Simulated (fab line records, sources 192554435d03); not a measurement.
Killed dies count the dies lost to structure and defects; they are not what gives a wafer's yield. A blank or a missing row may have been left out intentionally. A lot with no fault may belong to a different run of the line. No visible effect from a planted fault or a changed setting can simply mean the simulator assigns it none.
Split-lot study + flow n5_finfet + route with 1938 steps; 7 lots, 21 wafers read

## THE SPLIT
At N5_BEOL_M12_PEB_08 (peb time 90 s), the setting peb_time_s was moved away from the recipe's 90 s on 10 of the 21 wafers read, by -21.4% to +20.8%. This setting was run at the recipe's value on the other wafers.

## FROM THE SPLIT TO THE READING: what the file shows between them, 5 steps
- N5_BEOL_M12_DEVELOP_09: develop time 45 s
- N5_BEOL_M12_HARDBAKE_14: time 120 s
- N5_BEOL_M12_CD_MEAS_10: target cd 140 nm
- N5_BEOL_M12_STRIP_71: strips in post etch residue remover, time 60 s
- N5_BEOL_M12_SRD_72: time 30 s, dry time 30 s

## THE READING
cd_nm (nm) at N5_BEOL_M12_CD_MEAS_17, where the cd target is 140 nm. Typical for fault-free wafers on this fab line: 140.6 nm, with standard deviation 2.1 nm.

| wafer  | tool, chamber at the split | peb_time_s as run, s | against the recipe | cd_nm, nm | against lot-mates on the recipe |
|--------|----------------------------|----------------------|--------------------|-----------|---------------------------------|
| L074.1 | litho_track-02, 0          | 90                   | recipe             | 139.5     | -                               |
| L074.3 | litho_track-02, 0          | 75.95                | -15.6%             | 134.0     | -5.5                            |
| L074.5 | litho_track-02, 0          | 75.95                | -15.6%             | 133.0     | -6.5                            |
| L078.1 | litho_track-02, 0          | 90                   | recipe             | 143.5     | -                               |
| L078.2 | litho_track-02, 0          | 90                   | recipe             | 141.8     | -                               |
| L078.5 | litho_track-02, 0          | 90                   | recipe             | 138.8     | -                               |
| L080.1 | litho_track-02, 0          | 90                   | recipe             | 139.0     | -                               |
| L080.3 | litho_track-02, 0          | 70.75                | -21.4%             | 132.4     | -6.6                            |
| L080.4 | litho_track-02, 0          | 70.75                | -21.4%             | 132.0     | -7.0                            |
| L088.1 | litho_track-04, 0          | 90                   | recipe             | 140.0     | -                               |
| L088.2 | litho_track-04, 0          | 108.7                | +20.8%             | 146.1     | +6.1                            |
| L088.3 | litho_track-04, 0          | 108.7                | +20.8%             | 145.5     | +5.5                            |
| L087.1 | litho_track-02, 0          | 90                   | recipe             | 140.3     | -                               |
| L087.2 | litho_track-02, 0          | 90                   | recipe             | 139.6     | -                               |
| L087.3 | litho_track-02, 0          | 90                   | recipe             | 138.6     | -                               |
| L086.1 | litho_track-04, 0          | 90                   | recipe             | 142.4     | -                               |
| L086.3 | litho_track-04, 0          | 96.32                | +7.0%              | 142.9     | +2.2                            |
| L086.4 | litho_track-04, 0          | 90                   | recipe             | 138.9     | -                               |
| L096.2 | litho_track-01, 0          | 104.7                | +16.3%             | 145.4     | no lot-mate on the recipe       |
| L096.3 | litho_track-01, 0          | 104.7                | +16.3%             | 145.3     | no lot-mate on the recipe       |
| L096.6 | litho_track-01, 0          | 104.7                | +16.3%             | 145.1     | no lot-mate on the recipe       |

THE FIT
A straight line over all 21 wafers: cd_nm changes by +0.34 nm for each +1% of peb_time_s; r = +0.95; the points scatter about the line by 1.3 nm.
The same after taking each lot's own level away (the mean of its wafers on the recipe; 18 wafers): +0.315 nm for each +1%; r = +0.95; scatter 1.2 nm.
On that fit, the largest move of peb_time_s shifts the reading by 6.7 nm.
Measured against the standard deviation above, the lots' own levels, which go from 139.00 to 141.37 nm, span 1.1 times it.
The two slopes agree, so the slope changes little with the lot-to-lot level.
Check: -7.05 nm against its lot-mates is what the line predicts for one of the wafers moved furthest among these (-21.4%) when that wafer is left out of the fit. It came out at -6.6 nm against them.

## THE WHOLE CHAIN: every reading that the file lists as answering this split, in the file's order
| step                   | what it does     | reading | change (the file's fit)               | r (the file's) |
|------------------------|------------------|---------|---------------------------------------|----------------|
| N5_BEOL_M12_CD_MEAS_10 | target cd 140 nm | cd_nm   | +0.276 nm for each +1% of the setting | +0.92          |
| N5_BEOL_M12_CD_MEAS_17 | target cd 140 nm | cd_nm   | +0.316 nm for each +1% of the setting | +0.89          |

## FILE'S OWN FIT
cd_nm changes by +0.316 nm for each +1% of peb_time_s, r = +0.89.
